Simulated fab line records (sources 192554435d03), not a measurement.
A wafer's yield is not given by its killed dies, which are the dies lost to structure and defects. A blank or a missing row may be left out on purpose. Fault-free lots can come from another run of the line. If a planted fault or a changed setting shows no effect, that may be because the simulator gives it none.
Struck lot and sound lot, side by side -- flow n5_finfet -- 37 steps out of a route of 1938
Sound: these wafers, L756.3, L756.4, L756.6. Struck: wafer L772.4. (L772.3, L772.5 of the same lot were not struck and are left out.) The cause comes at the end.
Order at every step that has rows: each side's tool, ch and its chambers, its first start. Under that, the readings that differ: sound wafers -- struck wafers -- difference of the means -- sigmas: that difference in standard deviations of wafers without a fault.
alike: words and numbers the same on both sides, and readings whose means are apart by under 2 such deviations; not compared: readings that were withheld, readings missing a value for some wafer, numbers with overlapping values and no deviation given by the record, and bounds like >300 which may hide the same value.
A row with sigmas, a row that says differs or no value, or rows on one side alone: a step with any of these is where the two part. Numbers that have no deviation but don't overlap get no sigmas and don't part them. Lack of a reading on every wafer of one side parts them only where that side has two or more wafers.

first, 9 steps without rows for these wafers: N5_SDB_COAT_03 (time 60 s, resist thk 100 nm); N5_SDB_COAT_04 (time 60 s, resist thk 18 nm); N5_SDB_COAT_05 (resist thk 90 nm); N5_SDB_EBR_07; N5_SDB_SOFTBAKE_06 (time 60 s); N5_SDB_EXPOSE_08 (exposes mask SDB); N5_SDB_PEB_09 (peb time 60 s); N5_SDB_DEVELOP_10 (develop time 30 s); N5_SDB_DESCUM_16 (chemistry O2, time 7.9 s).
N5_SDB_ETCH_17: etches SiARC in CF4, target depth 23.4 nm, time 39 s.
  sound on rie_diel-04 ch 0,1, day 5 09:59; struck on rie_diel-05 ch 3, day 9 09:17
reading,sound,struck,difference,sigmas
showerhead_plenum_p_Torr (Torr),2.15 2.04 2.04,2.24,+0.16,+3
  alike: drypump_motor_current_A, etch_rf_on_time_s, oes_product_au, rf_vpp_V, throttle_valve_pct
  not compared: rf_hours_counter_h
then, 26 steps without rows for these wafers: N5_SDB_ETCH_18 (etches SOC in N2/H2, target depth 100 nm, overetch 20 nm, time 150 s); N5_SDB_STRIP_19 (strips in N2/H2); N5_SDB_STRIP_21 (strips in CF4); N5_SDB_HM_OPEN_20 (chemistry CH3F/O2, target SiNx, stops on poly-Si, target depth 24 nm); N5_SDB_STRIP_22 (strips in N2/H2); N5_SDB_PRECLEAN_23 (cleans in dHF, time 30 s); N5_SDB_DUMMY_REMOVE_24 (chemistry TMAH, target poly-Si, stops on SiO2, target depth 142 nm, time 57 s, rinse time 30 s); N5_SDB_ETCH_25 (etches SiO2 in C4F6/O2, target depth 10 nm, time 3.3 s); N5_SDB_CUT_ETCH_26 (etches Si in HBr/Cl2/O2, target depth 129.6 nm, bt time 20 s, time 51.8 s); N5_SDB_PRECLEAN_38 (cleans in dHF, time 10 s); N5_SDB_PRECLEAN_39 (cleans in O3/DIW, time 45 s); N5_SDB_SRD_28 (time 30 s); N5_SDB_ALD_29 (deposits SiNx, target thk 30 nm, pulse time 1 s, ald cycles 600); N5_SDB_CMP_30 (polishes, stops on poly-Si, t overpolish 1.54 s, target thk 30 nm); N5_DUMMY_REMOVAL_HM_STRIP_01 (strips SiNx in CH3F/O2, stops on poly-Si, target depth 4 nm, time 6.8 s); N5_DUMMY_REMOVAL_STRIP_10 (strips in N2/H2, time 40 s); N5_DUMMY_REMOVAL_PRECLEAN_07 (cleans in dHF, time 30 s); N5_DUMMY_REMOVAL_DUMMY_REMOVE_02 (chemistry TMAH, target poly-Si, stops on SiO2, target depth 142 nm, time 57 s, rinse time 30 s); N5_DUMMY_REMOVAL_PRECLEAN_08 (cleans in NF3:NH3, afs cycles 2, time 20 s, sublimation time 60 s); N5_DUMMY_REMOVAL_PRECLEAN_04 (cleans in DHF, time 37 s); N5_DUMMY_REMOVAL_SRD_05 (time 30 s); N5_HKMG_FIN_IL_REGROW_00 (material SiO2, chemistry O3, target thk 0.75 nm, time 30 s); N5_HKMG_FIN_HK_ALD_01 (deposits HfO2, target thk 1.6 nm, pulse time 3 s, purge time 3 s); N5_HKMG_FIN_HK_ANNEAL_02 (time 30 s); N5_HKMG_FIN_ALD_74 (deposits La2O3, target thk 0.5 nm, pulse time 6 s, co reactant pulse time 1 s); N5_HKMG_FIN_ALD_75 (deposits Al2O3, target thk 1 nm, co reactant pulse time 1 s).
-- here the record skips 8 days between the struck wafers' starts before and after, leaving off in module HKMG_FIN and picking up in module PASSIVATION (first step shown: number 1936 of the route) --
N5_PASSIVATION_PROBE_49:
  only the struck wafers here have rows in the record (prober-01, day 17 07:26); the sound ones have none

## WHERE THEY PART
At N5_SDB_ETCH_17 first; at N5_PASSIVATION_PROBE_49 last (within this record only).

WHY: whatever the simulator had introduced
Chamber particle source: rie_diel-05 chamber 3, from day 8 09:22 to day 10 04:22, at N5_SDB_ETCH_17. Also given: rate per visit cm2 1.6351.
